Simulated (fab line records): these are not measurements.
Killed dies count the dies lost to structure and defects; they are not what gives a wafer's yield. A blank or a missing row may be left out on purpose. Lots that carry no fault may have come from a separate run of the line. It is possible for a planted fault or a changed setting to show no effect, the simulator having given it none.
A struck lot beside a sound one | flow nand harc | 13 steps out of a route of 1159
Sound: wafers L877.4, L877.5, L877.6. Struck: wafers L873.1, L873.2, L873.5. The cause is named last.
At each step with rows: each side's tool, then ch and its chambers, then its first start. Under that, the readings that differ: sound wafers | struck wafers | difference of the means | sigmas: that difference in standard deviations of wafers without a fault.
alike: same words and numbers on both sides, and readings whose means sit less than 2 such deviations apart. not compared: any withheld reading, any reading some wafer has no value for, any bound like >300 that may hide the same value, and any number with overlapping values for which the record gives no deviation.
Wherever a step has rows on one side only, a row that says differs or no value, or a row with sigmas, the two part there. Numbers that don't overlap but have no deviation are shown without sigmas and don't part them. Lack of a reading on every wafer of one side parts them only where that side has two or more wafers.

NHARC_A_SOURCE_PLATE_THK_MEAS_09: measures by ellipsometry.
  sound on film metro-02, day 10 03:10; struck on film metro-02, day 8 19:35
  alike: thk nm
then, 3 steps without rows for these wafers: NHARC_A_SOURCE_PLATE_PVD_04 (deposits WSi2, target thk 50 nm); NHARC_A_SOURCE_PLATE_CVD_03 (deposits poly-Si, target thk 200 nm, time 4000 s); NHARC_A_SOURCE_PLATE_ANNEAL_05 (time 1800 s).
NHARC_A_SOURCE_PLATE_THK_MEAS_06: measures by ellipsometry.
  sound on film metro-01, day 10 18:29; struck on film metro-02, day 9 08:37
  alike: thk nm
NHARC_A_SOURCE_PLATE_INSPECT_08:
  sound on defect inspect-01, day 10 18:35; struck on defect inspect-02, day 9 08:41
  alike: raw defect count
next comes 1 step that has no rows for these wafers: NHARC_A_ONON_D1_DEP_00 (target thickness 1000 nm).
NHARC_A_ONON_D1_THK_MEAS_02: measures by ellipsometry.
  sound on film metro-01, day 10 19:10; struck on film metro-02, day 9 09:19
  alike: thk nm
next comes 1 step that has no rows for these wafers: NHARC_A_ONON_D1_DEP_03 (target thickness 1000 nm).
NHARC_A_ONON_D1_THK_MEAS_05: measures by ellipsometry.
  sound on film metro-01, day 10 19:43; struck on film metro-02, day 9 09:52
  alike: thk nm
NHARC_A_ONON_D1_DEP_06: target thk 1000 nm.
  sound on pecvd onon-02 ch 0, day 10 19:57; struck on pecvd onon-03 ch 0, day 9 09:56
NHARC_A_ONON_D1_THK_MEAS_08: measures by ellipsometry.
  sound on film metro-02, day 10 20:17; struck on film metro-01, day 9 10:26
  reading     | sound          | struck      | difference | sigmas
  thk nm (nm) | 1001 1000 1001 | 881 879 880 | -121       | -13
next comes 1 step that has no rows for these wafers: NHARC_A_ONON_D1_DEP_09 (target thickness 1000 nm).

== WHERE THEY PART ==
At NHARC_A_ONON_D1_THK_MEAS_08 and nowhere else, as far as this record goes.

WHY: what had been put in by the simulator
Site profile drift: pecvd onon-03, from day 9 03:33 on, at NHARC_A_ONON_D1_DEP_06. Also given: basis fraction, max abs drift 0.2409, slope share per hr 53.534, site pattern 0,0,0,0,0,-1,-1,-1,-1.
